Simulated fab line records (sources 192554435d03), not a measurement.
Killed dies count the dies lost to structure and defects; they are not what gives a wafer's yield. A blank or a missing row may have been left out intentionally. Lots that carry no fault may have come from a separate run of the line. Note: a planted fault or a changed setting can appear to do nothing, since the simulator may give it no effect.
Chamber matching :: flow n5Finfet :: rieDiel-03 running N5_BEOL_M0_CUTY_ETCH_62: 4 sister chambers
The step etches SiARC in CF4, time 58.5 s. 8 wafers are shown with their chamber, then 12 later ones without.

## WAFERS, EACH WITH ITS CHAMBER
wafer: L078.2
chamber: 0
throttleValvePct (%): 15.99
showerheadPlenumPTorr (Torr): 2.21

wafer: L079.4
chamber: 3
throttleValvePct (%): 15.44
showerheadPlenumPTorr (Torr): 2.18

wafer: L081.2
chamber: 1
throttleValvePct (%): 15.90
showerheadPlenumPTorr (Torr): 2.04

wafer: L081.4
chamber: 2
throttleValvePct (%): 15.63
showerheadPlenumPTorr (Torr): 2.06

wafer: L081.5
chamber: 1
throttleValvePct (%): 15.91
showerheadPlenumPTorr (Torr): 2.04

wafer: L082.1
chamber: 0
throttleValvePct (%): 15.99
showerheadPlenumPTorr (Torr): 2.20

wafer: L082.2
chamber: 2
throttleValvePct (%): 15.65
showerheadPlenumPTorr (Torr): 2.06

wafer: L082.3
chamber: 3
throttleValvePct (%): 15.46
showerheadPlenumPTorr (Torr): 2.18

## WAFERS WHOSE CHAMBER IS MISSING
wafer: L082.4
throttleValvePct (%): 15.91
showerheadPlenumPTorr (Torr): 2.04

wafer: L082.5
throttleValvePct (%): 16.01
showerheadPlenumPTorr (Torr): 2.20

wafer: L082.6
throttleValvePct (%): 15.45
showerheadPlenumPTorr (Torr): 2.18

wafer: L086.1
throttleValvePct (%): 15.94
showerheadPlenumPTorr (Torr): 2.04

wafer: L086.2
throttleValvePct (%): 15.47
showerheadPlenumPTorr (Torr): 2.17

wafer: L086.5
throttleValvePct (%): 16.03
showerheadPlenumPTorr (Torr): 2.20

wafer: L090.1
throttleValvePct (%): 15.94
showerheadPlenumPTorr (Torr): 2.04

wafer: L090.5
throttleValvePct (%): 15.50
showerheadPlenumPTorr (Torr): 2.17

wafer: L090.6
throttleValvePct (%): 15.66
showerheadPlenumPTorr (Torr): 2.06

wafer: L094.4
throttleValvePct (%): 15.95
showerheadPlenumPTorr (Torr): 2.03

wafer: L094.5
throttleValvePct (%): 16.05
showerheadPlenumPTorr (Torr): 2.19

wafer: L094.6
throttleValvePct (%): 15.52
showerheadPlenumPTorr (Torr): 2.17

## WHICH CHAMBER EACH ONE RAN IN
wafer: L082.4
from the rows above: 1
in truth: 1

wafer: L082.5
from the rows above: 0
in truth: 0

wafer: L082.6
from the rows above: 3
in truth: 3

wafer: L086.1
from the rows above: 1
in truth: 1

wafer: L086.2
from the rows above: 3
in truth: 3

wafer: L086.5
from the rows above: 0
in truth: 0

wafer: L090.1
from the rows above: 1
in truth: 1

wafer: L090.5
from the rows above: 3
in truth: 3

wafer: L090.6
from the rows above: 2
in truth: 2

wafer: L094.4
from the rows above: 1
in truth: 1

wafer: L094.5
from the rows above: 0
in truth: 0

wafer: L094.6
from the rows above: 3
in truth: 3
Placed correctly: 12 of 12. Can't be placed from these rows: 0. Number placed wrongly: 0.
How it was worked out, from the rows above alone: a wafer's distance from a chamber is the root of the sum, over the readings, of the square of ((its reading less the chamber's mean) divided by the reading's scatter). The wafer belongs to the nearest chamber; if the next one is less than 2 further off, it can't be placed. A chamber's mean is the mean of its shown wafers. The scatter: take each reading less its chamber's mean, square it, sum over the shown wafers, divide by the number of wafers less the number of chambers, and take the root.
